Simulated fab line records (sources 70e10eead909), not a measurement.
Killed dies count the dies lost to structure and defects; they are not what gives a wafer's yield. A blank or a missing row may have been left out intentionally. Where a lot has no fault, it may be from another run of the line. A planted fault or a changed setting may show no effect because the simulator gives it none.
fab line records -- flow nandHarc
record: lots: 5, wafers: 13, lastDay: 34
route steps=1302 shown P_GATE@145 P_CONTACT@217 END@1302
lots that met no fault: from a run of the same line without faults
startH: hours from the record's opening day to when the first of the lot's shown wafers began -- waitH: hours from the lot's prior step to this one -- " as in the row above -- L1.1+2: a row that stands for several wafers -- - no value present, or no start provided -- * or withheld: withheld -- < > ~ a bound
route shown NAME@n: names a module that has steps shown in the file, with the first one's number in the route -- usual: mean/standard deviation taken from wafers without a fault -- same: alike in all rows -- chamber/n: place in a boat -- sites: each site's reading -- _std_site: how widely they spread, as a standard deviation -- _edge_site: outer sites' mean less inner sites' -- radiusMm: for every site, how far away it sits from the centre of the wafer -- mask NAME#n: copy n -- behind: tool/chamber where the wafer was last shaped -- hold: what put the lot on hold/how long, in hours/how the hold closed -- device: which transistor (n, p or np) failed to switch -- end of line: tests of these same wafers at the route's end -- step lacking rows: just its recipe -- killed: not the wafer's yield, but the dies lost to structure and defects at the first sort -- map: a wafer's dies, x killed, . not, _ none there
set.NAME: the setting as run; set.NAME@STEP: as run at that earlier step -- model.NAME: the simulator's own value behind a step, which no gauge read
certain route steps with their lots: each step a table, each wafer a row
services: from which hour (startH, from the record's first day; less than 0 if before it) a tool's chamber was out of use, for how many hours, and why
== steps ==
step: NHARC_P_GATE_ETCH_104
recipe: targetDepthA: 600, timeS: withheld, cf4FlowSccm: 100, chf3FlowSccm: 30, arFlowSccm: 0, rfW: 500, biasW: 200, chemistry: CF4/CHF3
step: NHARC_P_GATE_HM_OPEN_105
recipe: targetDepthA: 3600, o2FlowSccm: 400, cosFlowSccm: 20, arFlowSccm: 0, rfW: 500, biasW: 300, chemistry: O2/COS
step: NHARC_P_GATE_STRIP_106
recipe: o2FlowSccm: 400, cosFlowSccm: 20, arFlowSccm: 0, biasW: 0, chemistry: O2/COS
step: NHARC_P_GATE_ETCH_114
recipe: targetDepthA: 300, overetchA: 30, timeS: 16.5, ionEnergyEv: 100, cf4FlowSccm: 80, o2FlowSccm: 20, arFlowSccm: 0, rfW: 300, biasW: 100, chemistry: CF4/O2
usual: drypumpMotorCurrentA: 5.5/0.35, oesProductAu: 0.997/0.0074, rfVppV: 198.0/1.5, showerheadPlenumPTorr: 1.34/0.055, throttleValvePct: 13.396/0.0088
lot.wafer,tool,chamber,startH,waitH,drypumpMotorCurrentA,oesProductAu,rfHoursCounterH,rfVppV,showerheadPlenumPTorr,throttleValvePct
L988.3,rieDiel-11,0,-,-,5.9,0.997,1.1,197.4,1.35,13.393
L988.6,rieDiel-11,2,-,-,5.9,0.997,-,194.9,1.28,13.394
L988.5,rieDiel-11,3,-,-,5.4,0.993,-,197.3,1.29,13.388
L989.3,rieDiel-01,3,-,-,5.7,0.997,6.2,199.3,1.41,13.404
L989.2,rieDiel-01,0,-,-,4.9,1.011,5.5,198.0,1.42,13.399
L989.5,rieDiel-01,1,-,-,5.4,0.999,-,197.9,1.41,13.382
L998.4,rieDiel-11,3,-,-,5.4,1.000,4.6,197.1,1.29,13.395
L998.3,rieDiel-11,2,-,-,5.9,1.000,6.2,195.1,1.28,13.387
L998.6,rieDiel-11,3,-,-,5.4,0.999,-,197.0,1.29,13.399
L101.3,rieDiel-11,3,-,-,5.4,0.989,6.2,197.1,1.29,13.397
L109.1,rieDiel-01,1,-,-,5.4,1.003,6.1,198.7,1.41,13.414
L109.3,rieDiel-01,2,-,-,5.7,0.985,6.5,196.9,1.32,13.394
L109.4,rieDiel-01,0,-,-,4.9,0.983,7.3,200.7,1.42,13.393
step: NHARC_P_GATE_ETCH_32
recipe: targetDepthA: 1500, overEtchFrac: 1, overEtchIonEnergyEv: 40, timeS: 100.1, hbrFlowSccm: 150, cl2FlowSccm: 50, rfW: 400, icpW: 400, biasW: 100, chemistry: HBr/Cl2
usual: drypumpMotorCurrentA: 5.7/0.46, oesProductAu: 0.999/0.0069, throttleValvePct: 26.406/0.0096
lot.wafer,tool,chamber,startH,waitH,drypumpMotorCurrentA,oesProductAu,rfHoursCounterH,throttleValvePct
L988.3,rieSi-06,1,106.15,-,6.2,0.995,0.13,26.408
L988.6,rieSi-06,1,106.15,-,6.1,1.000,-,26.408
L988.5,rieSi-06,2,106.15,-,6.1,1.003,-,26.403
L989.3,rieSi-01,3,112.85,-,5.3,0.989,0.45,26.405
L989.2,rieSi-01,1,112.85,-,6.2,1.002,0.43,26.411
L989.5,rieSi-01,0,112.85,-,5.7,1.005,-,26.401
L998.4,rieSi-05,2,208.98,-,6.1,1.001,0.30,26.413
L998.3,rieSi-05,0,208.98,-,5.0,1.002,0.42,26.397
L998.6,rieSi-05,2,208.98,-,6.0,0.992,-,26.411
L101.3,rieSi-06,2,247.16,-,6.1,1.003,1.11,26.410
L109.1,rieSi-06,3,322.42,-,5.9,1.003,0.46,26.386
L109.3,rieSi-06,1,322.42,-,6.1,0.999,0.37,26.419
L109.4,rieSi-06,2,322.42,-,6.1,1.011,0.43,26.379
step: NHARC_P_GATE_STRIP_108
recipe: o2FlowSccm: 500, arFlowSccm: 0, biasW: 0, chemistry: O2
step: NHARC_P_GATE_CD_MEAS_33
usual: cdNm: 120.2/1.7
lot.wafer,tool,chamber,startH,waitH,cdNm
L988.3,cdSem-02,-,106.49,-,120.9
L988.5,cdSem-02,-,106.49,-,122.9
L988.6,cdSem-02,-,106.49,-,122.7
L989.2,cdSem-03,-,113.19,-,119.4
L989.3,cdSem-03,-,113.19,-,122.3
L989.5,cdSem-03,-,113.19,-,120.2
L998.3,cdSem-02,-,209.31,-,116.8
L998.4,cdSem-02,-,209.31,-,117.3
L998.6,cdSem-02,-,209.31,-,118.4
L101.3,cdSem-03,-,247.45,-,119.7
L109.1,cdSem-01,-,322.76,-,121.2
L109.3,cdSem-01,-,322.76,-,121.8
L109.4,cdSem-01,-,322.76,-,121.3
step: NHARC_P_GATE_STRIP_35
recipe: timeS: 600, tempC: 130, chemistry: SPM
step: NHARC_P_GATE_PRECLEAN_73
recipe: timeS: *, tempC: 50, bathAgeMin: 0, chemistry: SC1
step: NHARC_P_GATE_SRD_74
step: NHARC_P_GATE_ALD_36
recipe: targetThkA: 200, pulseTimeS: 60, aldCycles: 223, tempC: 400, material: SiNx
usual: heaterPowerW: 798/79, precursorPulseHeightRel: 0.996/0.021
lot.wafer,tool,chamber,startH,waitH,heaterPowerW,precursorPulseHeightRel
L988.3,aldSin-01,2,106.94,-,868,0.977
L988.5,aldSin-01,2,111.13,-,832,1.005
L988.6,aldSin-01,3,112.18,-,935,1.015
L989.2,aldSin-02,0,113.65,-,815,1.050
L989.3,aldSin-02,3,116.81,-,844,1.003
L989.5,aldSin-02,0,117.86,-,802,1.001
L998.3,aldSin-02,1,210.82,-,915,0.975
L998.4,aldSin-02,3,212.95,-,764,0.975
L998.6,aldSin-02,1,215.08,-,938,0.998
L101.3,aldSin-04,1,250.05,-,688,1.048
L109.1,aldSin-01,1,324.70,-,829,1.024
L109.3,aldSin-01,3,326.10,-,909,0.971
L109.4,aldSin-01,1,328.91,-,834,0.988
step: NHARC_P_GATE_ETCHBACK_37
recipe: targetDepthA: 345, timeS: 17.2, chf3FlowSccm: 50, o2FlowSccm: 10, arFlowSccm: 200, rfW: 500, biasW: 200, chemistry: CHF3/O2
step: NHARC_P_GATE_STRIP_101
recipe: timeS: 20, o2FlowSccm: 500, arFlowSccm: 0, biasW: 0, chemistry: O2
usual: drypumpMotorCurrentA: 5.5/0.36, oesProductAu: 1.000/0.0069, rfVppV: 57.8/0.91, showerheadPlenumPTorr: 3.54/0.14, throttleValvePct: 17.036/0.0093
lot.wafer,tool,chamber,startH,waitH,drypumpMotorCurrentA,oesProductAu,rfHoursCounterH,rfVppV,showerheadPlenumPTorr,throttleValvePct
L988.3,rieDiel-11,2,116.50,0.1,5.9,0.989,2,57.1,3.40,17.029
L988.5,rieDiel-11,3,116.50,0.1,5.4,0.996,-,57.9,3.41,17.039
L988.6,rieDiel-11,0,116.50,0.1,5.9,0.997,-,57.5,3.55,17.040
L989.2,rieDiel-03,2,123.24,0.1,5.3,0.985,0,56.8,3.32,17.042
L989.3,rieDiel-03,3,123.24,0.1,5.1,0.998,0,58.7,3.56,17.035
L989.5,rieDiel-03,2,123.24,0.1,5.3,0.992,-,58.3,3.32,17.050
L998.3,rieDiel-01,0,219.41,0.1,4.9,0.994,0,57.3,3.74,17.028
L998.4,rieDiel-01,1,219.41,0.1,5.4,1.005,0,58.9,3.71,17.038
L998.6,rieDiel-01,3,219.41,0.1,5.8,0.985,-,58.1,3.72,17.041
L101.3,rieDiel-01,2,257.61,0.1,5.7,0.988,2,56.8,3.48,17.041
L109.3,rieDiel-11,0,335.00,0.1,5.9,1.002,2,57.9,3.55,17.032
L109.1,rieDiel-11,1,335.00,0.1,6.0,1.000,2,57.6,3.51,17.050
L109.4,rieDiel-11,2,335.00,0.1,5.9,0.999,-,57.4,3.39,17.039
step: NHARC_P_GATE_PRECLEAN_97
recipe: timeS: 600, tempC: 120, chemistry: SPM
step: NHARC_P_GATE_SRD_98
step: NHARC_P_GATE_PRECLEAN_99
recipe: timeS: *, tempC: 50, bathAgeMin: 0, chemistry: SC1
step: NHARC_P_GATE_SRD_100
step: NHARC_P_GATE_DEHYDRATE_38
recipe: tempC: 150, timeS: 120
step: NHARC_P_GATE_HMDS_39
recipe: timeS: 30
step: NHARC_P_GATE_COAT_40
recipe: spinRpm: 3000
step: NHARC_P_GATE_SOFTBAKE_41
recipe: tempC: 122, timeS: 95
step: NHARC_P_GATE_EBR_42
step: NHARC_P_GATE_EXPOSE_43
recipe: na: 0.6, targetCdNm: 720, doseMj: 14.81, maskId: P_NSD
step: NHARC_P_GATE_PEB_44
recipe: pebTempC: 118, pebTimeS: 85
step: NHARC_P_GATE_DEVELOP_45
recipe: timeS: 70
step: NHARC_P_GATE_CD_MEAS_46
recipe: targetCdNm: 720, landingEnergyEv: 500
usual: cdNm: 720.5/1.2
lot.wafer,tool,chamber,startH,waitH,cdNm
L988.3,cdSem-01,0,117.42,-,723.1
L988.5,cdSem-01,0,117.42,-,723.5
L988.6,cdSem-01,0,117.42,-,723.2
L989.2,cdSem-01,0,124.16,-,720.1
L989.3,cdSem-01,0,124.16,-,722.2
L989.5,cdSem-01,0,124.16,-,720.8
L998.3,cdSem-03,0,220.22,-,718.8
L998.4,cdSem-03,0,220.22,-,719.1
L998.6,cdSem-03,0,220.22,-,718.3
L101.3,cdSem-02,0,258.53,-,720.2
L109.1,cdSem-02,0,335.92,-,719.4
L109.3,cdSem-02,0,335.92,-,720.7
L109.4,cdSem-02,0,335.92,-,722.4
step: NHARC_P_GATE_HARDBAKE_47
recipe: tempC: 125, timeS: 80
step: NHARC_P_GATE_DESCUM_48
recipe: timeS: 3, o2FlowSccm: 200, arFlowSccm: 0, biasPowerW: 0, chemistry: O2
step: NHARC_P_GATE_IMPLANT_49
recipe: energyKev: 30, doseCm2: 3e+15, tiltDeg: 7
step: NHARC_P_GATE_STRIP_111
recipe: powerW: 1500, tempC: 110, timeS: 250, chemistry: N2/H2
usual: drypumpMotorCurrentA: 6.1/0.46, heaterPowerW: 85/6.2
lot.wafer,tool,chamber,startH,waitH,drypumpMotorCurrentA,heaterPowerW,rfHoursCounterH
L988.3,plasmaAsher-01,0,118.10,0.3,5.5,77,-
L988.5,plasmaAsher-01,1,118.10,0.3,6.5,83,-
L988.6,plasmaAsher-01,0,118.10,0.3,5.5,81,-
L989.2,plasmaAsher-02,0,124.74,0.2,6.6,92,9
L989.3,plasmaAsher-02,0,124.74,0.2,6.6,92,-
L989.5,plasmaAsher-02,0,124.74,0.2,6.6,91,-
L998.3,plasmaAsher-01,0,220.85,0.2,5.5,85,-
L998.4,plasmaAsher-01,1,220.85,0.2,6.4,80,-
L998.6,plasmaAsher-01,0,220.85,0.2,5.5,84,-
L101.3,plasmaAsher-01,1,259.16,0.2,6.5,80,-
L109.1,plasmaAsher-02,1,336.70,0.2,5.7,77,17
L109.4,plasmaAsher-02,0,336.70,0.2,6.6,96,-
L109.3,plasmaAsher-02,1,336.70,0.2,5.7,78,-
step: NHARC_P_GATE_STRIP_75
recipe: powerW: 1500, tempC: 250, chemistry: O2
usual: drypumpMotorCurrentA: 6.1/0.46, heaterPowerW: 315/23
lot.wafer,tool,chamber,startH,waitH,drypumpMotorCurrentA,heaterPowerW,rfHoursCounterH
L988.3,plasmaAsher-01,0,118.28,0.1,5.5,292,-
L988.5,plasmaAsher-01,1,118.28,0.1,6.5,310,-
L988.6,plasmaAsher-01,0,118.28,0.1,5.5,286,-
L989.2,plasmaAsher-02,0,125.00,0.2,6.6,334,10
L989.3,plasmaAsher-02,0,125.00,0.2,6.6,346,-
L989.5,plasmaAsher-02,0,125.00,0.2,6.7,333,-
L998.3,plasmaAsher-01,0,221.07,0.2,5.5,314,-
L998.4,plasmaAsher-01,1,221.07,0.2,6.5,297,-
L998.6,plasmaAsher-01,0,221.07,0.2,5.5,316,-
L101.3,plasmaAsher-01,1,259.38,0.2,6.5,299,-
L109.1,plasmaAsher-02,1,336.96,0.2,5.7,286,17
L109.4,plasmaAsher-02,0,336.96,0.2,6.6,354,-
L109.3,plasmaAsher-02,1,336.96,0.2,5.7,293,-
step: NHARC_P_GATE_STRIP_50
recipe: timeS: 900, tempC: 130, chemistry: SPM
step: NHARC_P_GATE_DEHYDRATE_51
recipe: tempC: 150, timeS: 120
step: NHARC_P_GATE_HMDS_52
recipe: timeS: 30
step: NHARC_P_GATE_COAT_53
recipe: spinRpm: 3000
step: NHARC_P_GATE_SOFTBAKE_54
recipe: tempC: 122, timeS: 95
step: NHARC_P_GATE_EBR_55
step: NHARC_P_GATE_EXPOSE_56
recipe: na: 0.6, targetCdNm: 720, doseMj: 14.81, maskId: P_PSD
step: NHARC_P_GATE_PEB_57
recipe: pebTempC: 118, pebTimeS: 85
step: NHARC_P_GATE_DEVELOP_58
recipe: timeS: 70
step: NHARC_P_GATE_CD_MEAS_59
recipe: targetCdNm: 720, landingEnergyEv: 500
usual: cdNm: 719.4/1.4
lot.wafer,tool,chamber,startH,waitH,cdNm
L988.3,cdSem-03,0,119.18,-,719.9
L988.5,cdSem-03,0,119.18,-,718.7
L988.6,cdSem-03,0,119.18,-,720.8
L989.2,cdSem-01,0,125.79,-,721.5
L989.3,cdSem-01,0,125.79,-,722.2
L989.5,cdSem-01,0,125.79,-,721.6
L998.3,cdSem-02,0,221.97,-,719.4
L998.4,cdSem-02,0,221.97,-,719.0
L998.6,cdSem-02,0,221.97,-,720.1
L101.3,cdSem-03,0,260.29,-,719.7
L109.1,cdSem-02,0,337.87,-,719.8
L109.3,cdSem-02,0,337.87,-,719.4
L109.4,cdSem-02,0,337.87,-,719.3
step: NHARC_P_GATE_HARDBAKE_60
recipe: tempC: 125, timeS: 80
step: NHARC_P_GATE_INSPECT_68
usual: rawDefectCount: 201/68
lot.wafer,tool,chamber,startH,waitH,hold,rawDefectCount
L988.3,defectInspect-01,-,123.93,0.1,-,187
L988.5,defectInspect-01,-,123.93,0.1,-,276
L988.6,defectInspect-01,-,123.93,0.1,-,333
L989.2,defectInspect-01,-,130.55,0.1,-,213
L989.3,defectInspect-01,-,130.55,0.1,-,221
L989.5,defectInspect-01,-,130.55,0.1,-,240
L998.3,defectInspect-02,-,226.79,0.1,-,167
L998.4,defectInspect-02,-,226.79,0.1,-,194
L998.6,defectInspect-02,-,226.79,0.1,-,250
L101.3,defectInspect-02,-,265.06,0.1,awaitDispo/0.2h/release,511
L101.3,defectInspect-02,-,265.23,0.2,-,512
L109.1,defectInspect-01,-,342.55,0.2,-,231
L109.3,defectInspect-01,-,342.55,0.2,-,119
L109.4,defectInspect-01,-,342.55,0.2,-,122
step: NHARC_P_CONTACT_DEP_30
recipe: targetThkA: 300, tempC: 400, targetThkNm: 30, flowSccm: 200, rfW: 450, material: SiNx
usual: heaterPowerW: 702/83
lot.wafer,tool,chamber,startH,waitH,hold,heaterPowerW
L988.3,pecvd-01,2,124.00,0.1,-,728
L988.6,pecvd-01,0,124.00,0.1,-,853
L988.5,pecvd-01,1,124.00,0.1,-,658
L989.2,pecvd-03,2,130.62,0.1,-,736
L989.3,pecvd-03,1,130.62,0.1,-,660
L989.5,pecvd-03,1,130.62,0.1,-,661
L998.3,pecvd-01,0,226.93,0.1,-,825
L998.6,pecvd-01,1,226.93,0.1,-,653
L998.4,pecvd-01,0,226.93,0.1,-,832
L101.3,pecvd-03,2,268.11,2.9,awaitDispo/2.5h/release,731
L109.3,pecvd-01,2,342.62,0.1,-,629
L109.1,pecvd-01,0,342.62,0.1,-,837
L109.4,pecvd-01,2,342.62,0.1,-,639
step: NHARC_END_SORT_01
recipe: tempC: 25
usual: killedAtArray: 53/21, killedAtOther: 1.0/1.3, killedAtPeriphery: 3.8/2.4, killedDies: 58/21, killedOpen: 3.4/1.9, killedShort: 2.4/1.5
same: grossDies: 677
lot.wafer,tool,chamber,startH,waitH,killedAtArray,killedAtOther,killedAtPeriphery,killedDies,killedOpen,killedShort
L101.3,prober-02,0,713.14,3.1,83,0,47,130,5,1
killed by level:class
L101.3 P_GATE:unspecified=45 A_CHANNEL_HOLE_D1:chamberFilmFlake=35 A_SLIT:chamberFilmFlake=22 A_CHANNEL_HOLE_D2:chamberFilmFlake=16 A_BONDPAD:chamberFilmFlake=2 P_M0:geometricParticle:open=1 A_SOURCE_PLATE:geometricParticle:open=1 A_SGD_CUT:geometricParticle:short=1
map L101.3 (x killed, . not)
____________.____________
_________..xxxxx_________
_______.....xxxxx._______
______.....xxxxx...______
_____......x.xxxx..._____
____..........x......____
____...........x.....____
___........x..........___
___x........x.........___
__........x............__
__.......x.............__
_.........xx.....x......_
_......xxx.............._
_.....xxx..............._
_.....xx.x.............._
_......xxxx..x.........._
....xx.xxx...............
.....xxxxxx..............
.......xxxxx.............
..........x........x.....
........xx...............
_........x.............._
_..x...........x........_
_......................._
_.......x.............x._
_....................x.._
__..........x....x.x.x.__
__.............xxxxxxxx__
___.............xxxxxx___
___...xx.......xxxxxxx___
____....x.......xxxxx____
____.xxx.......x.xxxx____
_____xxxxxx.....xxxx_____
______xx........xxx______
_______xx.......xx_______
_________......._________
____________.____________
map L998.4 (x killed, . not)
____________.____________
_________......._________
_______..........._______
______.............______
_____..............._____
____.................____
____.................____
___....x..............___
___.x.................___
__....x..............x.__
__..x..................__
_.x.................x..._
_x.................x...._
_..................x...._
_.........x............._
_...........x......x...._
..x......................
..x......................
................x........
.........................
................x........
_...x........x....x....._
_......................._
_..x.....x.............._
_......................._
_..................x...._
__.....................__
__..............x......__
___...........x.....x.___
___...................___
____....x.......x....____
____...x..x.....x..x.____
_____..x..xx........_____
______x...xx.......______
_______.x.....x.xx_______
_________..x...._________
____________.____________
== services ==
tool,chamber,startH,hours,kind
rieDiel-01,3,87.55,2.7,repair
plasmaAsher-01,-,128.10,3.5,repair
pecvd-01,-,130.15,13.0,pm
plasmaAsher-01,-,165.13,9.0,pm
rieSi-06,0,174.39,6.8,repair
rieDiel-11,1,179.52,4.2,repair
rieDiel-11,3,189.08,8.6,repair
rieDiel-01,-,196.79,0.6,repair
rieDiel-11,3,202.24,6.2,repair
rieDiel-01,-,203.83,9.0,pm
rieSi-06,1,236.49,3.0,repair
rieSi-06,0,241.95,3.2,repair
rieSi-06,-,249.00,9.0,pm
plasmaAsher-02,-,249.29,9.0,pm
rieDiel-11,-,255.53,9.0,pm
rieDiel-01,3,260.05,2.4,repair
pecvd-01,1,266.02,4.1,repair
rieDiel-01,0,271.69,7.7,repair
plasmaAsher-01,-,280.99,4.6,repair
pecvd-01,2,309.25,8.3,repair
pecvd-01,-,311.15,13.0,pm
rieDiel-01,-,321.52,0.3,repair
rieDiel-11,3,330.17,27.5,repair
plasmaAsher-01,-,342.13,9.0,pm
== key ==
firstSign: step: NHARC_P_GATE_INSPECT_68, reading: rawDefectCount, direction: up, sigmas: 4.6, usual: 201, struck: 511
effect: step: NHARC_P_GATE_INSPECT_68, reading: hold, direction: added
effect: step: NHARC_END_SORT_01, reading: killedAtPeriphery, direction: up, sigmas: 18, usual: 3.8, struck: 47
moreKillsBornAt: NHARC_P_GATE_STRIP_101@rieDiel-01: 45
metAt NHARC_P_GATE_STRIP_101
struckWafers L101.3
testerLeftOut L101
alsoFits NHARC_P_GATE_ETCH_114:rieDiel-11,NHARC_P_GATE_ALD_36:aldSin-04,NHARC_P_GATE_STRIP_111:plasmaAsher-01,NHARC_P_GATE_STRIP_75:plasmaAsher-01
fault: kind: chamberParticleSource, tool: rieDiel-01, chamber: 2, onsetH: 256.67, steps: NHARC_P_GATE_STRIP_101, ratePerVisitCm2: 0.4416, endH: 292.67
testerLeftOut: of these lots the tester's yield and bins aren't shown, on N5 and GAA mostly nor the transistor test; their killed dies are dies lost to structure and defects alone, not to doping, threshold or leakage, so they don't give the yield
